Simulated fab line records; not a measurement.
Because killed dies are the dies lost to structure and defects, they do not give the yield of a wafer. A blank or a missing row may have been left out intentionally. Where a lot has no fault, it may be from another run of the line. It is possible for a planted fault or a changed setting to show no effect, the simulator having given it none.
A struck lot beside a sound one | flow nand harc | 26 steps out of a route of 1302
Sound: these wafers, L534.1, L534.4, L534.6. Struck: wafers L535.2, L535.4, L535.5. The cause is named last.
For every step that has rows: the tool of each side, followed by ch and its chambers, followed by its first start. Under that, the readings that differ: sound wafers | struck wafers | difference of the means | sigmas: that difference in standard deviations of wafers without a fault.
alike: readings whose means differ by less than 2 such deviations, and words and numbers that are the same on both sides. not compared: withheld readings, readings that some wafer has no value for, bounds like >300 that may hide the same value, and numbers for which the record gives no deviation and whose values overlap.
A row with sigmas, a row that says differs or no value, or rows on one side alone: a step with any of these is where the two part. Numbers that have no deviation but don't overlap get no sigmas and don't part them. Lack of a reading on every wafer of one side parts them only where that side has two or more wafers.

first, 5 steps without rows for these wafers: NHARC_P_GATE_STRIP_15 (strips in SPM, time 780 s); NHARC_P_GATE_PRECLEAN_71 (cleans in SC1); NHARC_P_GATE_SRD_72; NHARC_P_GATE_OXIDE_16 (material SiO2, target thk 3 nm, ox time 392 s); NHARC_P_GATE_CVD_17 (deposits poly-Si, target thk 150 nm, time 900 s).
NHARC_P_GATE_HM_DEP_102: deposits aC, target thk 120 nm.
  sound on acl dep-03 ch 0, day 6 12:44; struck on acl dep-01 ch 0, day 6 22:08
  alike: throttle valve pct
NHARC_P_GATE_DEP_103: deposits SiON, target thk 30 nm.
  sound on pecvd-04 ch 0,1, day 6 13:28; struck on pecvd-03 ch 0,2, day 6 22:49
  reading            | sound       | struck      | difference | sigmas
  heater power w (W) | 857 847 840 | 652 722 675 | -165       | -2
  not compared: since wet clean h
then, 5 steps without rows for these wafers: NHARC_P_GATE_DEHYDRATE_18 (time 120 s); NHARC_P_GATE_HMDS_19 (time 30 s); NHARC_P_GATE_COAT_20 (resist thk 90 nm); NHARC_P_GATE_SOFTBAKE_21 (time 55 s); NHARC_P_GATE_EBR_22.
NHARC_P_GATE_EXPOSE_23: exposes mask P GATE, target cd 120 nm.
  sound on arfi scanner-02 ch 0, day 6 13:57; struck on arfi scanner-01 ch 0, day 6 23:20
  reading | sound                      | struck                              | difference | sigmas
  mask    | P_GATE#0 P_GATE#0 P_GATE#0 | P_GATE_R1#0 P_GATE_R1#0 P_GATE_R1#0 | differs    |
  alike: focus offset nm, reticle temp C
then, 2 steps without rows for these wafers: NHARC_P_GATE_PEB_24 (peb time 65 s); NHARC_P_GATE_DEVELOP_25 (develop time 35 s).
NHARC_P_GATE_CD_MEAS_26: target cd 120 nm.
  sound on cd sem-02 ch 0, day 6 14:05; struck on cd sem-02 ch 0, day 6 23:28
  reading    | sound             | struck            | difference | sigmas
  cd nm (nm) | 119.3 119.4 119.6 | 113.7 113.3 113.4 | -6.0       | -10
NHARC_P_GATE_OVL_MEAS_27:
  sound on overlay-01, day 6 14:11; struck on overlay-01, day 6 23:33
  alike: overlay x nm, overlay y nm
NHARC_P_GATE_INSPECT_28:
  sound on defect inspect-01, day 6 14:13; struck on defect inspect-02, day 6 23:35
  alike: raw defect count
NHARC_P_GATE_DESCUM_31: chemistry O2, time 3 s.
  sound on rie diel-03 ch 0,2, day 6 14:16; struck on rie diel-07 ch 1,2, day 6 23:39
  reading                         | sound             | struck          | difference | sigmas
  showerhead plenum p Torr (Torr) | 1.80 1.83 1.83    | 1.97 2.03 2.03  | +0.19      | +2
  model.P_GATE.cd nm (nm)         | 119.6 119.4 119.6 | 114.7 114 113.8 | -5.4       |
  alike: drypump motor current A, oes product au, rf vpp V, throttle valve pct
  not compared: rf hours counter h
NHARC_P_GATE_ETCH_104: etches the open film in CF4/CHF3, target depth 60 nm.
  sound on rie diel-03 ch 1,2,3, day 6 14:22; struck on rie diel-07 ch 2,3, day 6 23:44
  reading      | sound             | struck            | difference | sigmas
  rf vpp V (V) | 367.4 370.1 367.3 | 373.1 373.6 372.2 | +4.7       | +2
  alike: drypump motor current A, oes product au, showerhead plenum p Torr, throttle valve pct
NHARC_P_GATE_HM_OPEN_105: chemistry O2/COS, target depth 360 nm.
  sound on rie diel-03 ch 0,2; struck on rie diel-07 ch 0,1
  reading                         | sound             | struck            | difference | sigmas
  rf vpp V (V)                    | 462.0 465.9 462.9 | 472.2 471.6 471.1 | +8.0       | +3
  showerhead plenum p Torr (Torr) | 2.95 3.00 2.94    | 3.25 3.30 3.30    | +0.32      | +2
  alike: drypump motor current A, oes product au, throttle valve pct
  not compared: rf hours counter h
then, 2 steps without rows for these wafers: NHARC_P_GATE_STRIP_106 (strips in O2/COS); NHARC_P_GATE_ETCH_114 (etches the open film in CF4/O2, target depth 30 nm, overetch 3 nm, time 16.5 s).
NHARC_P_GATE_ETCH_32: etches the open film in HBr/Cl2, target depth 150 nm, time 100.1 s.
  sound on rie si-01 ch 0,2,3, day 6 14:44; struck on rie si-02 ch 1,2,3, day 7 00:08
  alike: drypump motor current A, oes product au, throttle valve pct
  not compared: rf hours counter h, model.P_GATE.cd nm
NHARC_P_GATE_STRIP_108: strips in O2.
  sound on rie diel-07 ch 0,1,3, day 6 14:54; struck on rie diel-03 ch 2,3, day 7 00:16
  alike: drypump motor current A, oes product au, rf vpp V, showerhead plenum p Torr, throttle valve pct
  not compared: rf hours counter h
then, 1 step without rows for these wafers: NHARC_END_SORT_01.

WHERE THEY PART
Last at NHARC_P_GATE_HM_OPEN_105 as far as this record goes, first at NHARC_P_GATE_DEP_103. Later steps at which nothing parts them and some readings are alike: NHARC_P_GATE_ETCH_32, NHARC_P_GATE_STRIP_108.

WHY: what had been put in by the simulator
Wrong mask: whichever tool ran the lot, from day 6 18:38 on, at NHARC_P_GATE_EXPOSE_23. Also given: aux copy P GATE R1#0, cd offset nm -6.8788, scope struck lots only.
